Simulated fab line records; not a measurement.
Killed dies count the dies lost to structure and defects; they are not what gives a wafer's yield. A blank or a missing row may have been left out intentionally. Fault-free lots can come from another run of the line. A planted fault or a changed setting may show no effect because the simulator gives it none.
fab line records    flow n5-finfet
record: lots: 7  wafers: 39
route steps=1938 shown SD_EPI_N@273 SDB@373 MOL_CONTACT_COAG@613 BEOL_M0_SAQP@695 BEOL_M2@841
start-h: start of the lot's first displayed wafer, in hours after the record's first day    wait-h: hours elapsed since this lot's preceding step    " as in the row above    L1.1+2: a row that stands for several wafers    - no value present, or no start provided    * or withheld: withheld    < > ~ a bound
route shown NAME@n: a module of which the file shows steps, and the number in the route of the first    usual: mean and standard deviation over wafers with no fault    same: alike in all rows    chamber/n: place in a boat    sites: the reading at each site    _std_site: the standard deviation of these    _edge_site: inner sites' mean taken away from outer sites' mean    radius-mm: for every site, how far away it sits from the centre of the wafer    mask NAME#n: copy n    behind: the tool/chamber that last shaped the wafer    hold: cause of the lot's hold/its duration in hours/its outcome    device: the n, p or np transistor that did not switch    end of line: tests run on the same wafers once the route is complete    a step without rows: its recipe alone    killed: dies that structure and defects cost at the first sort, which is not the same as the wafer's yield    map: a wafer's dies, marking killed ones x, the rest . and places with no die _
set.NAME: the setting that was run; set.NAME@STEP: the one run at that earlier step    model.NAME: the simulator's own value behind a step, which no gauge read
lots whose settings were changed on purpose; a table a step, a row a wafer
== steps ==
step: N5_SD_EPI_N_DESCUM_14
recipe: chemistry: O2  time-s: 7.9  source-power-w: 50  bias-power-w: 20  pressure-mtorr: 20  rf-frequency-hz: 2.712e+07  temp-c: 40  resist: CAR-ArF-block  o2-flow-sccm: 225
lot.wafer   tool         chamber  start-h  wait-h  set.time-s  model.CAR-ArF-block_of_SD_EPI_N_COAT_03.thk-nm
L079.1+2+4  rie-diel-03  1,0,2    79.75    0.1     7.9         143.4
L079.3+6    "            3,0      "        "       6.416       143.8
L079.5      "            1        "        "       6.416       144.4
L082.1+2    rie-diel-05  1,3      101.81   0.0     4.614       145.2
L082.3+5    "            2        "        "       7.9         143.2
L082.4      "            0        "        "       7.9         143.8
L082.6      "            1        "        "       4.614       145.4
L083.1      rie-diel-05  3        111.34   0.1     9.673       142.4
L083.2      "            2        "        "       9.673       142.2
L083.3      "            0        "        "       7.9         143.2
L083.4      "            1        "        "       9.673       141.8
L083.5      "            2        "        "       7.9         143.6
L083.6      "            1        "        "       7.9         143
L084.1+3+6  rie-diel-04  0,2,2    115.14   0.0     5.693       145
L084.2+5    "            1,3      "        "       7.9         143.6
L084.4      "            3        "        "       7.9         143.4
L092.1+2+3  rie-diel-03  2,1,3    161.45   0.1     6.181       145
L092.4+6    "            0,3      "        "       7.9         143.6
L092.5      "            0        "        "       7.9         144
L096.2      rie-diel-05  1        179.76   0.0     7.9         143.6
L096.3      "            0        "        "       7.9         144
L096.6      "            0        "        "       7.9         143.4
L097.1+2    rie-diel-04  1,2      189.84   0.0     9.762       142.2
L097.3+4    "            3,0      "        "       7.9         143.2
L097.5      "            1        "        "       9.762       142
L097.6      "            2        "        "       7.9         143
step: N5_SD_EPI_N_ETCH_34
recipe: chemistry: CF4  target: SiARC  target-depth-a: 455  mask-material: CAR-ArF-block  time-s: 75.8  ion-energy-ev: 80  pressure-mtorr: 40  source-w: 545  bias-w: 36  Ar_flow_sccm: 100  cf4-flow-sccm: 100  ends: cleared
lot.wafer   tool         chamber  start-h  wait-h  set.time-s@SD_EPI_N_DESCUM_14  model.CAR-ArF-block_of_SD_EPI_N_COAT_03.thk-nm
L079.1+2+4  rie-diel-03  1,0,2    79.79    0.0     7.9                            110.8
L079.3+6    "            3,0      "        "       6.416                          111.2
L079.5      "            1        "        "       6.416                          112
L082.1+2    rie-diel-05  1,3      101.84   0.0     4.614                          112.8
L082.3      "            2        "        "       7.9                            110.8
L082.4      "            0        "        "       7.9                            111.2
L082.5      "            2        "        "       7.9                            110.6
L082.6      "            1        "        "       4.614                          113
L083.1      rie-diel-05  3        111.37   0.0     9.673                          109.8
L083.2      "            2        "        "       9.673                          109.6
L083.3      "            0        "        "       7.9                            110.6
L083.4      "            1        "        "       9.673                          109.2
L083.5      "            2        "        "       7.9                            111
L083.6      "            1        "        "       7.9                            110.4
L084.1+3    rie-diel-04  0,2      115.18   0.0     5.693                          112.6
L084.2      "            1        "        "       7.9                            111.2
L084.4+5    "            3        "        "       7.9                            111
L084.6      "            2        "        "       5.693                          112.4
L092.1+3    rie-diel-03  2,3      161.49   0.0     6.181                          112.4
L092.2      "            1        "        "       6.181                          112.6
L092.4+6    "            0,3      "        "       7.9                            111
L092.5      "            0        "        "       7.9                            111.4
L096.2+6    rie-diel-05  1,0      179.79   0.0     7.9                            111
L096.3      "            0        "        "       7.9                            111.4
L097.1+2    rie-diel-04  1,2      189.88   0.0     9.762                          109.6
L097.3+4    "            3,0      "        "       7.9                            110.6
L097.5      "            1        "        "       9.762                          109.4
L097.6      "            2        "        "       7.9                            110.4
step: N5_SDB_ALD_29
recipe: material: SiNx  target-thk-a: 300  temp-c: 400  ald-precursor-family: SiH2I2  ald-co-reactant: N2/H2-plasma  pulse-time-s: 1  ald-cycles: 600  purge-time-s: 2  co-reactant-purge-time-s: 2  pressure-torr: 2
lot.wafer   tool        chamber  start-h  wait-h  set.ald-cycles  model.SiNx_of_SDB_ALD_29.thk-nm
L079.1+3+4  ald-sin-02  0,2,1    101.69   2.5     436             22
L079.2      "           3        "        "       600             30
L079.5+6    "           1,2      103.04   3.9     600             30.2
L082.1      ald-sin-01  1        120.67   0.0     600             30
L082.2      "           2        "        "       600             30.2
L082.3      "           3        "        "       600             29.8
L082.4+5    "           0,2      "        "       467             23.6
L082.6      "           3        122.02   1.4     467             23.4
L083.1+5    ald-sin-02  2,1      129.44   0.0     600             29.8
L083.2+6    "           1,3      "        "       749             37.4
L083.3      "           3        "        "       600             30
L083.4      "           2        130.79   1.4     749             37.2
L084.1+2+4  ald-sin-02  1,3,2    133.47   0.0     600             30
L084.3+6    "           2,1      "        "       741             37.2
L084.5      "           3        134.83   1.4     741             37
L092.1+5    ald-sin-01  3        179.45   0.0     600             30
L092.2      "           0        "        "       319             16.2
L092.3      "           1        "        "       600             30.2
L092.4      "           2        "        "       319             15.8
L092.6      "           2        180.80   1.4     319             16
L096.2+6    ald-sin-02  0        199.44   0.7     600             30.2
L096.3      "           1        "        "       600             30
L097.1+4+5  ald-sin-01  1,0,1    209.54   0.2     861             43.2
L097.2+6    "           2        "        "       600             30.2
L097.3      "           3        "        "       600             30
step: N5_MOL_CONTACT_COAG_ETCHBACK_136
recipe: chemistry: CHF3  target: SiO2  target-depth-a: 250  time-s: 16.7  ion-energy-ev: 200  pressure-mtorr: 30  source-w: 610  bias-w: 170  Ar_flow_sccm: 200  CHF3_flow_sccm: 50
lot.wafer   tool         chamber  start-h  wait-h  set.target-depth-a  model.SOC_of_MOL_CONTACT_COAG_COAT_62.thk-nm
L079.1      rie-diel-04  3        135.45   0.0     101.8               59.4
L079.2+3+5  "            1,2,0    "        "       250                 57.6
L079.4+6    "            0,1      "        "       101.8               59.2
L082.1+5+6  rie-diel-05  0,3,0    151.66   0.0     250                 57.2
L082.2+3+4  "            3,1,2    "        "       250                 57.4
L083.1+5    rie-diel-05  3        162.41   0.0     326.2               56.2
L083.2      "            0        "        "       326.2               56.4
L083.3+4    "            2,1      "        "       250                 57.2
L083.6      "            2        "        "       250                 57
L084.1+3+5  rie-diel-05  0,3,2    169.71   0.0     250                 57.6
L084.2+4+6  "            1,2,3    "        "       250                 57.4
L092.1+3    rie-diel-04  1,2      216.80   0.0     250                 57
L092.2+4+5  "            3,0,2    "        "       250                 57.2
L092.6      "            1        "        "       250                 56.8
L096.2      rie-diel-03  1        233.56   0.0     250                 57.4
L096.3      "            3        "        "       250                 56.8
L096.6      "            3        "        "       250                 57
L097.1+4+6  rie-diel-04  2,0,1    242.08   0.0     250                 57.2
L097.2+3+5  "            0,1,2    "        "       250                 57.4
step: N5_MOL_CONTACT_COAG_STRIP_120
recipe: chemistry: CHF3  resist: SiARC  rf-frequency-hz: 6e+07
step: N5_MOL_CONTACT_COAG_VIA_ETCH_117
recipe: chemistry: C4F6/O2  target-depth-a: 400  overetch-a: 80  mask-material: SOC  target: SiO2  bias-w: 455  pressure-mtorr: 10  time-s: 26  source-w: 325  Ar_flow_sccm: 300  C4F6_flow_sccm: 10  O2_flow_sccm: 10  ion-energy-ev: 575.3  ends: end-point
lot.wafer  tool         chamber  start-h  wait-h  set.target-depth-a@MOL_CONTACT_COAG_ETCHBACK_136  model.etch.depth-nm  model.MOL_CONTACT_COAG.feature-depth-nm
L079.1     rie-diel-04  3        135.48   0.0     101.8                                             47.82                47.8
L079.2     "            1        "        "       250                                               40.07                40
L079.3     "            2        "        "       250                                               39.84                39.8
L079.4     "            0        "        "       101.8                                             49.3                 49.2
L079.5     "            0        "        "       250                                               39.64                39.6
L079.6     "            1        "        "       101.8                                             48.4                 48.4
L082.1     rie-diel-05  0        151.69   0.0     250                                               40.36                40.4
L082.2     "            3        "        "       250                                               40.66                40.6
L082.3     "            1        "        "       250                                               39.3                 39.4
L082.4     "            2        "        "       250                                               41.04                41
L082.5     "            3        "        "       250                                               40.62                40.6
L082.6     "            0        "        "       250                                               40.26                40.2
L083.1     rie-diel-05  3        162.45   0.0     326.2                                             33.15                33.2
L083.2     "            0        "        "       326.2                                             33.14                33.2
L083.3     "            2        "        "       250                                               41.24                41.2
L083.4     "            1        "        "       250                                               39.61                39.6
L083.5     "            3        "        "       326.2                                             33.08                33
L083.6     "            2        "        "       250                                               41.11                41.2
L084.1     rie-diel-05  0        169.74   0.0     250                                               40.65                40.6
L084.2     "            1        "        "       250                                               39.67                39.6
L084.3     "            3        "        "       250                                               40.66                40.6
L084.4     "            2        "        "       250                                               41.03                41
L084.5     "            2        "        "       250                                               41.07                41
L084.6     "            3        "        "       250                                               40.37                40.4
L092.1     rie-diel-04  1        216.83   0.0     250                                               39.7                 39.6
L092.2     "            3        "        "       250                                               40.12                40.2
L092.3     "            2        "        "       250                                               39.41                39.4
L092.4+6   "            0,1      "        "       250                                               39.6                 39.6
L092.5     "            2        "        "       250                                               39.52                39.6
L096.2     rie-diel-03  1        233.60   0.0     250                                               40.3                 40.2
L096.3     "            3        "        "       250                                               38.65                38.6
L096.6     "            3        "        "       250                                               38.96                39
L097.1     rie-diel-04  2        242.12   0.0     250                                               39.24                39.2
L097.2     "            0        "        "       250                                               39.46                39.4
L097.3     "            1        "        "       250                                               39.4                 39.4
L097.4     "            0        "        "       250                                               39.39                39.4
L097.5     "            2        "        "       250                                               39.3                 39.4
L097.6     "            1        "        "       250                                               39.65                39.6
step: N5_MOL_CONTACT_COAG_ETCH_124
recipe: chemistry: CH3F/O2  target: SiNx  target-depth-a: 65  mask-material: SOC  stop-on: SiOC  over-etch-frac: 0.3  ion-energy-ev: 120  pressure-mtorr: 30  source-w: 395  bias-w: 73  Ar_flow_sccm: 150  CH3F_flow_sccm: 30  O2_flow_sccm: 20  ends: end-point
lot.wafer     tool         chamber  start-h  wait-h  set.target-depth-a@MOL_CONTACT_COAG_ETCHBACK_136  model.SOC_of_MOL_CONTACT_COAG_COAT_62.thk-nm
L079.1        rie-diel-04  3        135.51   0.0     101.8                                             50.6
L079.2        "            1        "        "       250                                               48.8
L079.3        "            2        "        "       250                                               48.6
L079.4        "            0        "        "       101.8                                             50
L079.5        "            0        "        "       250                                               48.4
L079.6        "            1        "        "       101.8                                             50.4
L082.1+3+6    rie-diel-05  0,1,0    151.72   0.0     250                                               48.4
L082.2+4      "            3,2      "        "       250                                               48.6
L082.5        "            3        "        "       250                                               48.2
L083.1+5      rie-diel-05  3        162.47   0.0     326.2                                             47.4
L083.2        "            0        "        "       326.2                                             47.6
L083.3        "            2        "        "       250                                               48.4
L083.4+6      "            1,2      "        "       250                                               48.2
L084.1+3+4+5  rie-diel-05  0,3,2,2  169.77   0.0     250                                               48.8
L084.2        "            1        "        "       250                                               48.4
L084.6        "            3        "        "       250                                               48.6
L092.1+2+5    rie-diel-04  1,3,2    216.86   0.0     250                                               48.2
L092.3        "            2        "        "       250                                               47.8
L092.4+6      "            0,1      "        "       250                                               48
L096.2        rie-diel-03  1        233.62   0.0     250                                               48.6
L096.3        "            3        "        "       250                                               47.6
L096.6        "            3        "        "       250                                               47.8
L097.1+4      rie-diel-04  2,0      242.14   0.0     250                                               48
L097.2+5      "            0,2      "        "       250                                               48.2
L097.3        "            1        "        "       250                                               48.6
L097.6        "            1        "        "       250                                               48.4
step: N5_BEOL_M0_SAQP_CUT_ETCH_46
recipe: chemistry: N2/H2  target: SOC  target-depth-a: 1350  overetch-a: 270  temp-c: 40  time-s: 202.5  ion-energy-ev: 200  mask-material: SiARC  pressure-mtorr: 30  source-w: 840  bias-w: 150  n2-flow-sccm: 200  h2-flow-sccm: 200
lot.wafer   tool         chamber  start-h  wait-h  set.target-depth-a  model.SiARC_of_BEOL_M0_SAQP_COAT_72.thk-nm
L079.1      rie-diel-02  1        146.45   0.0     1350                5.2
L079.2      "            0        "        "       1848                2.2
L079.3+6    "            3,1      "        "       1350                5.4
L079.4+5    "            2        "        "       1848                2
L082.1      rie-diel-06  0        162.66   0.0     1004                6.2
L082.2+3+6  "            1,2,2    "        "       1350                4.6
L082.4+5    "            3        "        "       1004                7
L083.1+4    rie-diel-02  2,0      172.52   0.0     1350                5.2
L083.2      "            3        "        "       1649                3.8
L083.3+6    "            1,0      "        "       1649                3.6
L083.5      "            3        "        "       1350                5.6
L084.1      rie-diel-02  3        182.59   0.0     1350                5.6
L084.2+3+6  "            0,2,2    "        "       655.5               9.4
L084.4      "            0        "        "       1350                5.2
L084.5      "            3        "        "       1350                5.4
L092.1+4+5  rie-diel-06  2,1,1    229.60   0.0     1350                4.6
L092.2      "            3        "        "       1350                4.8
L092.3+6    "            0        "        "       1350                4
L096.2      rie-diel-02  1        243.86   0.0     1350                5.2
L096.3      "            0        "        "       1350                5.4
L096.6      "            2        "        "       1350                4.8
L097.1      rie-diel-06  3        256.03   0.0     1350                5
L097.2      "            2        "        "       1350                4.6
L097.3      "            0        "        "       1350                4
L097.4      "            0        "        "       985.1               6.6
L097.5      "            2        "        "       985.1               7
L097.6      "            3        "        "       985.1               7.2
step: N5_BEOL_M2_ILD_DEP_00
recipe: material: SiOC  target-thk-a: 790  temp-c: 350  precursor: DEMS/O2  pressure-torr: 5  rf-w: 500  time-s: 15.3
lot.wafer  tool      chamber  start-h  wait-h  set.target-thk-a  model.SiOC_of_BEOL_M2_ILD_DEP_00.thk-nm
L079.1     pecvd-04  2        161.86   0.0     790               78.2
L079.2     "         0        "        "       790               78.4
L079.3     "         1        "        "       554.8             56.4
L079.4     "         0        "        "       554.8             57.2
L079.5     "         2        "        "       554.8             55.4
L079.6     "         1        "        "       790               80.6
L082.1     pecvd-04  2        182.43   0.0     790               77.6
L082.2     "         0        "        "       790               79.4
L082.3     "         1        "        "       976.5             98.2
L082.4     "         0        "        "       790               79.8
L082.5     "         1        "        "       976.5             99
L082.6     "         2        "        "       976.5             99.8
L083.1+3   pecvd-04  0,1      187.92   0.0     790               79.6
L083.2     "         2        "        "       790               78.6
L083.4     "         2        "        "       1203              121.2
L083.5     "         0        "        "       1203              122
L083.6     "         1        "        "       1203              124
L084.1     pecvd-01  1        201.67   0.0     508.1             50
L084.2     "         2        "        "       790               79
L084.3     "         0        "        "       508.1             50.4
L084.4     "         1        "        "       508.1             51
L084.5     "         0        "        "       790               78.4
L084.6     "         2        "        "       790               79.2
L092.1     pecvd-04  1        243.11   0.0     790               77.8
L092.2     "         2        "        "       641.3             62.8
L092.3     "         0        "        "       641.3             63
L092.4     "         1        "        "       790               80.2
L092.5     "         0        "        "       790               78.8
L092.6     "         2        "        "       641.3             63.6
L096.2     pecvd-02  2        265.49   0.0     790               79.6
L096.3+6   "         1,2      "        "       790               80.8
L097.1+5   pecvd-04  2        276.84   0.0     790               77.8
L097.2     "         1        "        "       1095              107.8
L097.3     "         2        "        "       1095              110
L097.4     "         1        "        "       1095              108.4
L097.6     "         1        "        "       790               78.8
step: N5_BEOL_M2_THK_MEAS_01
recipe: reads: SiOC_of_BEOL_M2_ILD_DEP_00
usual: M2_ILD_THK: 79.2/1.1
lot.wafer  tool           chamber  start-h  wait-h  set.target-thk-a@BEOL_M2_ILD_DEP_00  M2_ILD_THK[nm]
L079.1     film-metro-02  -        161.93   0.0     790                                  78.3
L079.2     "              -        "        "       790                                  78.4
L079.3     "              -        "        "       554.8                                56.4
L079.4     "              -        "        "       554.8                                57.1
L079.5     "              -        "        "       554.8                                55.3
L079.6     "              -        "        "       790                                  80.5
L082.1     film-metro-02  -        182.49   0.0     790                                  77.6
L082.2     "              -        "        "       790                                  79.4
L082.3     "              -        "        "       976.5                                98.2
L082.4     "              -        "        "       790                                  79.9
L082.5     "              -        "        "       976.5                                98.9
L082.6     "              -        "        "       976.5                                99.8
L083.1     film-metro-02  -        187.99   0.0     790                                  79.5
L083.2     "              -        "        "       790                                  78.7
L083.3     "              -        "        "       790                                  79.6
L083.4     "              -        "        "       1203                                 121.3
L083.5     "              -        "        "       1203                                 122.1
L083.6     "              -        "        "       1203                                 124.0
L084.1     film-metro-02  -        201.73   0.0     508.1                                50.0
L084.2     "              -        "        "       790                                  78.9
L084.3     "              -        "        "       508.1                                50.3
L084.4     "              -        "        "       508.1                                50.9
L084.5     "              -        "        "       790                                  78.4
L084.6     "              -        "        "       790                                  79.1
L092.1     film-metro-01  -        243.18   0.0     790                                  77.9
L092.2     "              -        "        "       641.3                                62.7
L092.3     "              -        "        "       641.3                                63.0
L092.4     "              -        "        "       790                                  80.2
L092.5     "              -        "        "       790                                  78.9
L092.6     "              -        "        "       641.3                                63.7
L096.2     film-metro-01  -        265.55   0.1     790                                  79.6
L096.3     "              -        "        "       790                                  80.7
L096.6     "              -        "        "       790                                  80.8
L097.1     film-metro-02  -        276.93   0.1     790                                  77.8
L097.2     "              -        "        "       1095                                 107.7
L097.3     "              -        "        "       1095                                 110.1
L097.4     "              -        "        "       1095                                 108.3
L097.5     "              -        "        "       790                                  77.9
L097.6     "              -        "        "       790                                  78.7
== key ==
split: step: N5_SD_EPI_N_DESCUM_14  setting: time-s  stated: 7.9  by: wafer
response: step: N5_SD_EPI_N_DESCUM_14  reading: model.CAR-ArF-block_of_SD_EPI_N_COAT_03.thk-nm  change: -0.047  per: 1%  r: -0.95
response: step: N5_SD_EPI_N_ETCH_34  reading: model.CAR-ArF-block_of_SD_EPI_N_COAT_03.thk-nm  change: -0.0488  per: 1%  r: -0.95
split: step: N5_SDB_ALD_29  setting: ald-cycles  stated: 600  by: wafer
response: step: N5_SDB_ALD_29  reading: model.SiNx_of_SDB_ALD_29.thk-nm  change: +0.3  per: 1%  r: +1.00
split: step: N5_MOL_CONTACT_COAG_ETCHBACK_136  setting: target-depth-a  stated: 250  by: wafer
response: step: N5_MOL_CONTACT_COAG_ETCHBACK_136  reading: model.SOC_of_MOL_CONTACT_COAG_COAT_62.thk-nm  change: -0.0282  per: 1%  r: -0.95
response: step: N5_MOL_CONTACT_COAG_VIA_ETCH_117  reading: model.etch.depth-nm  change: -0.167  per: 1%  r: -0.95
response: step: N5_MOL_CONTACT_COAG_VIA_ETCH_117  reading: model.MOL_CONTACT_COAG.feature-depth-nm  change: -0.167  per: 1%  r: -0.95
response: step: N5_MOL_CONTACT_COAG_ETCH_124  reading: model.SOC_of_MOL_CONTACT_COAG_COAT_62.thk-nm  change: -0.0286  per: 1%  r: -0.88
split: step: N5_BEOL_M0_SAQP_CUT_ETCH_46  setting: target-depth-a  stated: 1350  by: wafer
response: step: N5_BEOL_M0_SAQP_CUT_ETCH_46  reading: model.SiARC_of_BEOL_M0_SAQP_COAT_72.thk-nm  change: -0.082  per: 1%  r: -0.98
split: step: N5_BEOL_M2_ILD_DEP_00  setting: target-thk-a  stated: 790  by: wafer
response: step: N5_BEOL_M2_ILD_DEP_00  reading: model.SiOC_of_BEOL_M2_ILD_DEP_00.thk-nm  change: +0.808  per: 1%  r: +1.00
response: step: N5_BEOL_M2_THK_MEAS_01  reading: M2_ILD_THK  change: +0.809  per: 1%  r: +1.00
